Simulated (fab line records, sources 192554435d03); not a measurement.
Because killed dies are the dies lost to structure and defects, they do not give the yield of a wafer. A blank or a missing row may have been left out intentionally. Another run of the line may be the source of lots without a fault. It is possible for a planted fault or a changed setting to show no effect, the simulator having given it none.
Which of the tools did it? | flow n5-finfet | 11 lots with 33 wafers sampled at 2 steps, on a route of 1938 steps

WHAT THE GAUGES READ, wafer by wafer
N5_PASSIVATION_OVL_MEAS_63. Usual: PAD_OVL 1 nm, standard deviation 5.
lot  | measured     | on         | PAD_OVL (nm) | flag
L159 | day 11 08:32 | overlay-01 | 2 2 1        |
L161 | day 12 09:38 | overlay-02 | 7 2 1        |
L163 | day 12 08:14 | overlay-02 | 8 5 2        |
L164 | day 12 21:53 | overlay-02 | 8 10 11      |
L165 | day 13 14:43 | overlay-01 | 6 2 9        |
L167 | day 13 14:05 | overlay-02 | 0 5 -1       |
L166 | day 13 15:01 | overlay-02 | -3 -8 -4     |
L171 | day 15 10:44 | overlay-02 | 9 4 5        |
L179 | day 16 09:54 | overlay-02 | 1 5 -1       |
L178 | day 16 18:09 | overlay-01 | 5 -2 6       |
L180 | day 16 23:44 | overlay-01 | -1 -5 -1     |

WHAT TOOL EACH LOT RAN ON (gives the tool, then ch and the chambers of the sampled wafers, and finally the start)
lot  | N5_BEOL_M7_ETCH_66
L159 | rie-diel-02 ch 0,1,2, day 8 15:20
L161 | rie-diel-06 ch 0,2,3, day 9 13:44
L163 | rie-diel-03 ch 0,2,3, day 9 18:19
L164 | rie-diel-03 ch 0,2, day 10 02:55
L165 | rie-diel-06 ch 0,1,2, day 10 12:20
L167 | rie-diel-03 ch 0,2, day 10 12:30
L166 | rie-diel-03 ch 1,2,3, day 10 20:41
L171 | rie-diel-06 ch 0,1,3, day 12 10:10
L179 | rie-diel-03 ch 0,2,3, day 13 16:38
L178 | rie-diel-03 ch 0,1,3, day 13 18:14
L180 | rie-diel-03 ch 0,2, day 13 23:38
- N5_BEOL_M7_ETCH_66: etches SOC in N2/H2, target depth 80 nm, overetch 16 nm, time 120 s.

WHAT THE TOOLS THEMSELVES READ (means of the sampled wafers that have a number; where no wafer has one, the mark that the record gives instead)
N5_BEOL_M7_ETCH_66. Usual: drypump-motor-current-A 5.9 A, standard deviation 0.42; n2-flow-sccm 200.0 sccm, standard deviation 0.57; oes-product-au 0.62 a.u., standard deviation 0.059; rf-vpp-V 524.4 V, standard deviation 2.6; showerhead-plenum-p-Torr 2.56 Torr, standard deviation 0.092; throttle-valve-pct 17.80 %, standard deviation 0.26.
lot  | tool        | drypump-motor-current-A (A) | n2-flow-sccm (sccm) | oes-product-au (a.u.) | rf-vpp-V (V) | showerhead-plenum-p-Torr (Torr) | throttle-valve-pct (%) | flag
L159 | rie-diel-02 | 6.1                         | 200.0               | 0.59                  | 523.8        | 2.59                            | 17.70                  |
L161 | rie-diel-06 | 5.6                         | 200.0               | 0.61                  | 525.0        | 2.59                            | 17.79                  |
L163 | rie-diel-03 | 5.8                         | 199.6               | 0.66                  | 522.4        | 2.48                            | 17.85                  |
L164 | rie-diel-03 | 5.7                         | 200.4               | 0.61                  | 522.9        | 2.46                            | 17.97                  |
L165 | rie-diel-06 | 5.8                         | 200.1               | 0.62                  | 523.9        | 2.55                            | 17.73                  |
L167 | rie-diel-03 | 6.2                         | 200.2               | 0.63                  | 522.6        | 2.48                            | 17.86                  |
L166 | rie-diel-03 | 5.5                         | 199.5               | 0.61                  | 523.0        | 2.53                            | 18.01                  |
L171 | rie-diel-06 | 5.9                         | 199.7               | 0.67                  | 526.6        | 2.58                            | 17.59                  |
L179 | rie-diel-03 | 5.8                         | 199.7               | 0.62                  | 521.4        | 2.47                            | 17.90                  |
L178 | rie-diel-03 | 6.0                         | 200.0               | 0.62                  | 523.0        | 2.54                            | 17.93                  |
L180 | rie-diel-03 | 5.7                         | 200.1               | 0.58                  | 521.4        | 2.45                            | 18.01                  |

THE ANSWER, worked out from the rows above alone
Rule: lot off if the mean of its wafers having a number is beyond 3 standard deviations from the usual mean. A lot without any number at a reading at which 4 lots or more have one is off too. Where the step has rows for the other lots, those lots are counted as sound. First the gauges in route order, then the tools' own readings, where a lot's mean is used as printed above. At the first step where some lot is off, the reading lying furthest off is the one used; lots without a number count as furthest.
Across all readings shown, no lot is off: no conclusion can be drawn from this.

WHAT WAS PUT IN BY THE SIMULATOR
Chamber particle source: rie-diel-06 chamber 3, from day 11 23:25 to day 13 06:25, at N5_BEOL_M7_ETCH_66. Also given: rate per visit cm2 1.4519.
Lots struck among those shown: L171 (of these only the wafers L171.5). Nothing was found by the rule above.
